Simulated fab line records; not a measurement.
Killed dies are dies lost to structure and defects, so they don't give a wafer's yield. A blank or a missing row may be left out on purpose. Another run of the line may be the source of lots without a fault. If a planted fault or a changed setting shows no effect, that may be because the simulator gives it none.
Chamber matching -- flow nand harc -- ald hk-03 running NHARC_A_STAIRCASE_ALD_415: 4 sister chambers
The step deposits SiO2, target thk 30 nm, pulse time 6 s, ald cycles 300. 8 wafers are shown with their chamber, then 10 later ones without.

== WAFERS, EACH WITH ITS CHAMBER ==
wafer,chamber,heater power w (W),precursor pulse height rel
L083.4,3,470,1.007
L083.6,3,469,0.964
L087.3,0,418,0.984
L088.3,2,370,0.992
L088.4,1,440,1.030
L088.5,0,406,1.019
L089.1,2,367,1.015
L089.3,1,460,1.023

== WAFERS WHOSE CHAMBER IS MISSING ==
wafer,heater power w (W),precursor pulse height rel
L089.5,372,1.011
L091.1,440,0.996
L091.2,406,0.974
L091.4,360,0.958
L090.3,465,0.991
L090.4,410,1.007
L090.6,400,0.980
L096.2,359,0.979
L096.5,376,0.981
L096.6,440,1.003

== EACH ONE'S CHAMBER ==
wafer,from the rows above,in truth
L089.5,2,2
L091.1,can't be placed: 1 or 0 or 3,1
L091.2,0,0
L091.4,2,2
L090.3,can't be placed: 3 or 1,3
L090.4,0,0
L090.6,0,0
L096.2,2,2
L096.5,2,2
L096.6,can't be placed: 1 or 0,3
Correct placement for 7 of the 10. Unplaceable from these rows: 3, with the true chamber sitting among the candidates in 2. Placed wrongly: 0.
How it was worked out, from the rows above alone: a wafer's distance from a chamber is the root of the sum, over the readings, of the square of ((its reading less the chamber's mean) divided by the reading's scatter). If the next closest chamber is less than 2 further off than the closest, the wafer can't be placed; otherwise it belongs to the closest. A chamber's mean is the mean of its shown wafers. How the scatter is found: for the shown wafers, subtract from each reading the mean of its chamber, square and add these, divide the total by (wafers less chambers), then take the root.
